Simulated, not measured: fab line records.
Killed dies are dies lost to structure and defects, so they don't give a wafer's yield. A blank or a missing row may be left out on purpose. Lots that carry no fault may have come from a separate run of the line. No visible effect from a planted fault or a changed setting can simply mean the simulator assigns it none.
Chamber matching    flow n5-finfet    4 sister chambers for N5_DUMMY_GATE_ETCH_29 on rie-diel-02
The step etches underlayer in N2/H2, target depth 13 nm. 4 wafers are shown with their chamber, then 9 later ones without.

## EACH WAFER AND ITS CHAMBER
wafer   chamber  showerhead-plenum-p-Torr (Torr)
L747.5  2        2.51
L752.1  3        2.73
L752.3  0        2.53
L752.5  1        2.66

## WAFERS WITH NO CHAMBER GIVEN
wafer   showerhead-plenum-p-Torr (Torr)
L753.2  2.66
L753.3  2.51
L753.6  2.53
L758.1  2.66
L758.4  2.53
L758.5  2.72
L760.1  2.72
L760.3  2.52
L760.4  2.66

## WHICH CHAMBER EACH ONE RAN IN
wafer   from the rows above      in truth
L753.2  1                        1
L753.3  2                        2
L753.6  0                        0
L758.1  1                        1
L758.4  0                        0
L758.5  3                        3
L760.1  3                        3
L760.3  can't be placed: 0 or 2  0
L760.4  1                        1
Correct placement for 8 of the 9. These rows do not allow placing 1 (true chamber among the candidates in 1). Placed wrongly: 0.
How it was worked out, from the rows above alone: a wafer's distance from a chamber is the root of the sum, over the readings, of the square of ((its reading less the chamber's mean) divided by the reading's scatter). If the next closest chamber is less than 2 further off than the closest, the wafer can't be placed; otherwise it belongs to the closest. Each chamber's mean is taken over the wafers shown for it. The scatter (one wafer shown for each chamber): square how far every hidden wafer sits from the nearest shown wafer, average those squares and take the square root.
